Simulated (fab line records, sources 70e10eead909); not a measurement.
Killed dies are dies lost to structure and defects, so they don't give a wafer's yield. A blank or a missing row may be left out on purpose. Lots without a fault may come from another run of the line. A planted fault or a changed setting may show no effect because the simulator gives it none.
Chamber matching | flow nand_harc | NHARC_A_SLIT_ETCH_24 on rie_diel-05: 4 sister chambers
The step etches the open film in CF4/CHF3, target depth 121 nm, time 60.5 s. 8 wafers are shown with their chamber, then 8 later ones without.

WAFERS WITH THEIR CHAMBER
wafer  | chamber | drypump_motor_current_A (A) | throttle_valve_pct (%)
L078.5 | 3       | 5.62                        | 16.807
L079.1 | 0       | 5.90                        | 16.795
L079.2 | 2       | 5.73                        | 16.784
L079.4 | 1       | 5.29                        | 16.811
L081.1 | 0       | 5.90                        | 16.809
L081.2 | 2       | 5.70                        | 16.794
L081.3 | 3       | 5.62                        | 16.807
L083.2 | 1       | 5.31                        | 16.798

WAFERS WITHOUT THEIR CHAMBER
wafer  | drypump_motor_current_A (A) | throttle_valve_pct (%)
L083.5 | 5.90                        | 16.807
L083.6 | 5.28                        | 16.804
L084.3 | 5.74                        | 16.793
L084.4 | 5.88                        | 16.810
L084.5 | 5.29                        | 16.789
L089.2 | 5.72                        | 16.803
L089.3 | 5.63                        | 16.793
L089.6 | 5.64                        | 16.811

WHICH CHAMBER EACH WENT THROUGH
wafer  | from the rows above | in truth
L083.5 | 0                   | 0
L083.6 | 1                   | 1
L084.3 | 2                   | 2
L084.4 | 0                   | 0
L084.5 | 1                   | 1
L089.2 | 2                   | 2
L089.3 | 3                   | 3
L089.6 | 3                   | 3
Placed correctly: 8 of 8. Can't be placed from these rows: 0. Placed wrongly: 0.
How it was worked out, from the rows above alone: a wafer's distance from a chamber is the root of the sum, over the readings, of the square of ((its reading less the chamber's mean) divided by the reading's scatter). The wafer belongs to the nearest chamber; if the next one is less than 2 further off, it can't be placed. A chamber's mean is the mean of its shown wafers. The scatter: the root of (the sum of the squares of (reading less its chamber's mean) over the shown wafers, divided by (wafers less chambers)).
